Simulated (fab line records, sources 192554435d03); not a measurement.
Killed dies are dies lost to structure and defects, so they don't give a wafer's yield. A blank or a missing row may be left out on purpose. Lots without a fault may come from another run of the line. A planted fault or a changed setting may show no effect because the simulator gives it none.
fab line records | flow n5_finfet | part 2 of 2: steps 22 to 30 of 30
record lots=5 wafers=15 last_day=17
route steps=1938 shown BEOL_M13@1688 BEOL_M14@1716
lots that met no fault: from a run of the same line without faults
start_h: hours from the record's first day to the start of the lot's first wafer shown | wait_h: hours since the lot's step before | " the same as in the row above | L1.1+2: a row that stands for several wafers | - no value, or no start given | * or withheld: withheld | < > ~ a bound
route shown NAME@n: a module of which the file shows steps, and the number in the route of the first | usual: mean/standard deviation of fault-free wafers | same: alike in all rows | chamber/n: place in a boat | sites: the reading at each site | _std_site: their standard deviation | _edge_site: outer sites' mean less inner sites' | radius_mm: how far each site lies from the wafer's centre | mask NAME#n: copy n | behind: the tool/chamber that last shaped the wafer | hold: why the lot was held/for how many hours/how that ended | device: the transistor (n, p or np) that didn't switch | end of line: the same wafers' tests at the end of the route | a step without rows: its recipe alone | killed: dies lost to structure and defects at the first sort, not the wafer's yield | map: a wafer's dies, x killed, . not, _ none there
set.NAME: the setting as run; set.NAME@STEP: as run at that earlier step | model.NAME: the simulator's own value behind a step, which no gauge read
lots at some steps of the route; a table a step, a row a wafer
services: from which hour (start_h, from the record's first day; less than 0 if before it) a tool's chamber was out of use, for how many hours, and why
## steps
# step N5_BEOL_M13_ANNEAL_48
# recipe temp_c=225 time_s=90 ambient=N2
# usual anneal_temp_c=225.05/0.17 wafer_temp_C_max=226.6/0.39
# same time_s=90
# columns lot.wafer tool chamber start_h wait_h anneal_temp_c wafer_temp_C_max
L081.1 rtp_anneal-02 0 287.35 0.2 224.96 225.9
L081.2 " 0 " " 225.24 226.7
L081.4 " 0 " " 224.84 226.6
L085.1 rtp_anneal-02 0 309.00 0.1 224.80 226.6
L085.3 " 0 " " 224.79 226.5
L085.6 " 0 " " 224.84 226.7
L087.2 rtp_anneal-02 0 338.51 0.3 224.77 226.5
L087.5 " 0 " " 224.81 226.6
L087.6 " 0 " " 224.72 226.7
L096.2 rtp_anneal-02 0 376.81 0.3 224.82 226.5
L096.3 " 0 " " 225.09 226.4
L096.6 " 0 " " 224.87 226.3
L097.1 rtp_anneal-01 0 383.03 0.1 225.01 226.1
L097.2 " 0 " " 224.91 226.8
L097.6 " 0 " " 224.99 227.0
# step N5_BEOL_M13_CMP_49
# recipe stop_on=SiOC t_overpolish_s=17.1 down_force_psi=1 platen_rpm=50 clearing_platen_down_force_psi=1.5 clearing_platen_rpm=50 post_cmp_clean=cu_alkaline target_thk_nm=420 clearing_platen_pad_velocity_m_s=0.99484 pad_velocity_m_s=0.99484
# usual barrier_field_endpoint_s=30.3/0.76 clearing_platen_down_force_psi=1.500/0.0034 motor_current_A=5.7/0.65 overpolish_run_s=17.102/0.0095
# columns lot.wafer tool chamber start_h wait_h barrier_field_endpoint_s clearing_platen_down_force_psi motor_current_A overpolish_run_s
L081.4 cmp-04 3 287.66 0.1 30.2 1.500 5.8 17.104
L081.2 " 0 " " 29.5 1.499 4.9 17.118
L081.1 " 2 " " 30.3 1.503 7.4 17.102
L085.1 cmp-04 2 309.30 0.3 30.4 1.504 7.6 17.094
L085.3 " 0 " " 30.6 1.503 4.9 17.106
L085.6 " 3 " " 31.4 1.502 5.9 17.105
L087.2 cmp-03 0 338.80 0.2 30.2 1.499 5.3 17.104
L087.5 " 3 " " 31.0 1.503 4.7 17.100
L087.6 " 0 " " 30.3 1.499 5.6 17.102
L096.3 cmp-04 0 377.06 0.2 29.9 1.503 4.9 17.101
L096.2 " 2 " " 30.3 1.498 7.0 17.096
L096.6 " 0 " " 30.5 1.501 5.0 17.114
L097.1 cmp-02 3 383.40 0.3 30.2 1.495 5.2 17.100
L097.2 " 0 " " 29.8 1.506 5.7 17.108
L097.6 " 1 " " 29.7 1.499 5.0 17.113
# step N5_BEOL_M13_THK_MEAS_50
# recipe thk_meas_gauge=xrf reads=Cu_of_BEOL_M13_ECD_47
# usual M13_THK=415/6.3
# columns lot.wafer tool chamber start_h wait_h M13_THK[nm]
L081.1 film_metro-01 - 287.96 - 413
L081.2 " - " " 408
L081.4 " - " " 417
L085.1 film_metro-01 - 309.60 - 414
L085.3 " - " " 422
L085.6 " - " " 417
L087.2 film_metro-01 - 339.06 - 422
L087.5 " - " " 417
L087.6 " - " " 411
L096.2 film_metro-01 - 377.35 - 422
L096.3 " - " " 423
L096.6 " - " " 423
L097.1 film_metro-01 - 383.62 - 411
L097.2 " - " " 410
L097.6 " - " " 417
# step N5_BEOL_M13_PRE_CLEAN_52
# recipe gas=NH3 time_s=15 temp_c=withheld rf_power_w=300
# same time_s=15
# columns lot.wafer tool chamber start_h wait_h
L081.1+2+4 pecvd-04 0,1,1 287.99 0.0
L085.1+3+6 pecvd-04 1,0,0 309.63 0.0
L087.2+5+6 pecvd-03 2,0,2 339.10 0.0
L096.2+3+6 pecvd-04 1,2,2 377.39 0.0
L097.1+2+6 pecvd-03 2,1,1 383.68 0.1
# step N5_BEOL_M13_DEP_53
# recipe material=SiCN target_thk_a=500 temp_c=withheld precursor=3MS/NH3 pressure_torr=3 rf_w=675 time_s=17.8
# usual showerhead_plenum_p_Torr=4.146/0.023 throttle_valve_pct=18.1/1
# same time_s=17.8
# columns lot.wafer tool chamber start_h wait_h showerhead_plenum_p_Torr throttle_valve_pct
L081.1 pecvd-04 0 288.02 0.0 4.125 18.9
L081.2 " 1 " " 4.131 19.4
L081.4 " 1 " " 4.124 19.3
L085.1 pecvd-04 1 309.66 0.0 4.120 19.4
L085.3 " 0 " " 4.129 19.0
L085.6 " 0 " " 4.126 18.9
L087.2 pecvd-03 2 339.13 0.0 4.180 16.2
L087.5 " 0 " " 4.133 17.9
L087.6 " 2 " " 4.169 16.4
L096.2 pecvd-04 1 377.41 0.0 4.124 19.3
L096.3 " 2 " " 4.135 17.9
L096.6 " 2 " " 4.153 18.0
L097.1 pecvd-03 2 383.70 0.0 4.168 16.4
L097.2 " 1 " " 4.173 17.9
L097.6 " 1 " " 4.175 17.9
# step N5_BEOL_M13_RS_MEAS_54
# recipe thk_meas_gauge=four-point-probe reads=Cu_of_BEOL_M13_ECD_47+Ta_of_BEOL_M13_SPUTTER_44+TaN_of_BEOL_M13_SPUTTER_43
# usual M13_RS=0.0449/0.00064
# columns lot.wafer tool chamber start_h wait_h M13_RS[ohm/sq]
L081.1 film_metro-01 - 288.10 0.1 0.0451
L081.2 " - " " 0.0454
L081.4 " - " " 0.0446
L085.1 film_metro-01 - 309.73 0.0 0.0448
L085.3 " - " " 0.0442
L085.6 " - " " 0.0445
L087.2 film_metro-01 - 339.19 0.1 0.0440
L087.5 " - " " 0.0446
L087.6 " - " " 0.0452
L096.2 film_metro-01 - 377.48 0.1 0.0443
L096.3 " - " " 0.0441
L096.6 " - " " 0.0438
L097.1 film_metro-02 - 383.77 0.0 0.0452
L097.2 " - " " 0.0455
L097.6 " - " " 0.0445
# step N5_BEOL_M13_INSPECT_55
# recipe inspect_instrument=darkfield mode=post_dep
# usual raw_defect_count=79/31
# columns lot.wafer tool chamber start_h wait_h raw_defect_count
L081.1 defect_inspect-02 - 288.12 0.0 99
L081.2 " - " " 76
L081.4 " - " " 90
L085.1 defect_inspect-01 - 309.75 0.0 37
L085.3 " - " " 47
L085.6 " - " " 74
L087.2 defect_inspect-02 - 339.22 0.0 103
L087.5 " - " " 107
L087.6 " - " " 83
L096.2 defect_inspect-02 - 377.51 0.0 42
L096.3 " - " " 40
L096.6 " - " " 68
L097.1 defect_inspect-01 - 383.79 0.0 51
L097.2 " - " " 73
L097.6 " - " " 58
# step N5_BEOL_M14_ILD_DEP_00
# recipe material=SiO2 target_thk_a=11193 temp_c=400 precursor=TEOS/O2 pressure_torr=6.5 rf_w=900 teos_flow_sccm=161.4 gas=O2 flow_sccm=2650 time_s=237.4
# usual heater_power_w=577/85 showerhead_plenum_p_Torr=8.33/0.043 throttle_valve_pct=18.2/0.92
# same time_s=237.4
# columns lot.wafer tool chamber start_h wait_h heater_power_w showerhead_plenum_p_Torr throttle_valve_pct
L081.1 pecvd-02 0 288.16 0.0 513 8.29 18.3
L081.2 " 2 " " 458 8.39 17.4
L081.4 " 1 " " 614 8.31 18.4
L085.1 pecvd-03 2 309.79 0.0 723 8.37 16.5
L085.3 " 1 " " 529 8.38 18.9
L085.6 " 0 " " 461 8.32 18.6
L087.2 pecvd-03 1 339.25 0.0 539 8.37 18.3
L087.5 " 1 " " 411 8.36 18.3
L087.6 " 2 " " 744 8.38 16.2
L096.2 pecvd-03 1 377.54 0.0 542 8.38 18.6
L096.3 " 0 " " 582 8.32 18.7
L096.6 " 0 " " 451 8.29 18.5
L097.1 pecvd-03 2 383.83 0.0 641 8.36 16.7
L097.2 " 0 " " 521 8.28 18.5
L097.6 " 2 " " 708 8.35 16.8
# step N5_BEOL_M14_THK_MEAS_01
# recipe reads=SiO2_of_BEOL_M14_ILD_DEP_00
# usual M14_ILD_THK=1120/13
# columns lot.wafer tool chamber start_h wait_h M14_ILD_THK[nm]
L081.1 film_metro-01 - 288.35 0.1 1123
L081.2 " - " " 1107
L081.4 " - " " 1139
L085.1 film_metro-01 - 309.98 0.1 1112
L085.3 " - " " 1126
L085.6 " - " " 1133
L087.2 film_metro-01 - 339.44 0.1 1104
L087.5 " - " " 1127
L087.6 " - " " 1123
L096.2 film_metro-02 - 377.74 0.1 1104
L096.3 " - " " 1105
L096.6 " - " " 1124
L097.1 film_metro-01 - 384.02 0.1 1114
L097.2 " - " " 1113
L097.6 " - " " 1135
## services
# columns tool chamber start_h hours kind
cmp-04 - 263.94 6.4 repair
cmp-02 - 272.17 5.4 pm
rie_diel-01 2 275.85 - clean
ecd_cu-01 - 285.06 1.6 repair
plasma_asher-02 - 290.24 1.8 repair
cmp-04 - 310.87 5.1 repair
cmp-03 - 315.40 4.0 pm
pecvd-02 - 318.85 1.7 repair
cmp-04 - 321.17 4.0 pm
wet_bench-05 - 323.62 4.4 pm
cmp-02 - 329.36 1.6 repair
rie_diel-01 3 333.67 1.7 repair
pecvd-02 2 335.57 3.3 repair
cmp-03 - 337.14 0.9 repair
cmp-03 - 338.18 0.2 repair
cmp-03 - 340.69 0.5 repair
rie_diel-01 - 342.24 0.3 repair
rtp_anneal-01 - 343.26 3.9 pm
rie_diel-01 - 354.16 0.9 repair
cmp-02 - 364.59 1.0 repair
rie_diel-01 0 371.81 12.2 repair
plasma_asher-02 - 377.56 2.8 pm
cmp-03 - 378.27 1.5 repair
cmp-03 - 382.36 1.1 repair
